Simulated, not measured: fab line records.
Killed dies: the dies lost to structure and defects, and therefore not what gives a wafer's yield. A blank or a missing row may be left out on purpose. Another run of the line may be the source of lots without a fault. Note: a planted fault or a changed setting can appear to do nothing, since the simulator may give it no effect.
Chamber matching / flow n5Finfet / rieDiel-05 running N5_FIN_SAQP_ETCH_52: 4 sister chambers
The step etches SOC in N2/H2, target depth 100 nm, overetch 20 nm, time 150 s. 4 wafers are shown with their chamber, then 9 later ones without.

== WAFERS WITH THEIR CHAMBER ==
wafer=L088.6; chamber=1; drypumpMotorCurrentA (A)=5.2
wafer=L091.1; chamber=0; drypumpMotorCurrentA (A)=6.1
wafer=L091.2; chamber=2; drypumpMotorCurrentA (A)=6.3
wafer=L091.6; chamber=3; drypumpMotorCurrentA (A)=5.6

== WAFERS WITHOUT THEIR CHAMBER ==
wafer=L092.1; drypumpMotorCurrentA (A)=5.2
wafer=L092.2; drypumpMotorCurrentA (A)=5.6
wafer=L092.3; drypumpMotorCurrentA (A)=6.4
wafer=L093.1; drypumpMotorCurrentA (A)=6.3
wafer=L093.2; drypumpMotorCurrentA (A)=6.1
wafer=L093.3; drypumpMotorCurrentA (A)=5.2
wafer=L094.2; drypumpMotorCurrentA (A)=5.2
wafer=L094.3; drypumpMotorCurrentA (A)=6.0
wafer=L094.5; drypumpMotorCurrentA (A)=5.2

== THE CHAMBER EACH PASSED THROUGH ==
wafer=L092.1; from the rows above=1; in truth=1
wafer=L092.2; from the rows above=3; in truth=3
wafer=L092.3; from the rows above=2; in truth=2
wafer=L093.1; from the rows above=2; in truth=2
wafer=L093.2; from the rows above=0; in truth=0
wafer=L093.3; from the rows above=1; in truth=1
wafer=L094.2; from the rows above=1; in truth=1
wafer=L094.3; from the rows above=0; in truth=0
wafer=L094.5; from the rows above=1; in truth=1
Correct placement for 9 of the 9. Not placeable from these rows: 0. Wrongly placed: 0.
How it was worked out, from the rows above alone: a wafer's distance from a chamber is the root of the sum, over the readings, of the square of ((its reading less the chamber's mean) divided by the reading's scatter). If the next closest chamber is less than 2 further off than the closest, the wafer can't be placed; otherwise it belongs to the closest. A chamber's mean is the mean of its shown wafers. The scatter: with one shown wafer a chamber, the root of the mean of the squares of how far each hidden wafer lies from its nearest shown one.
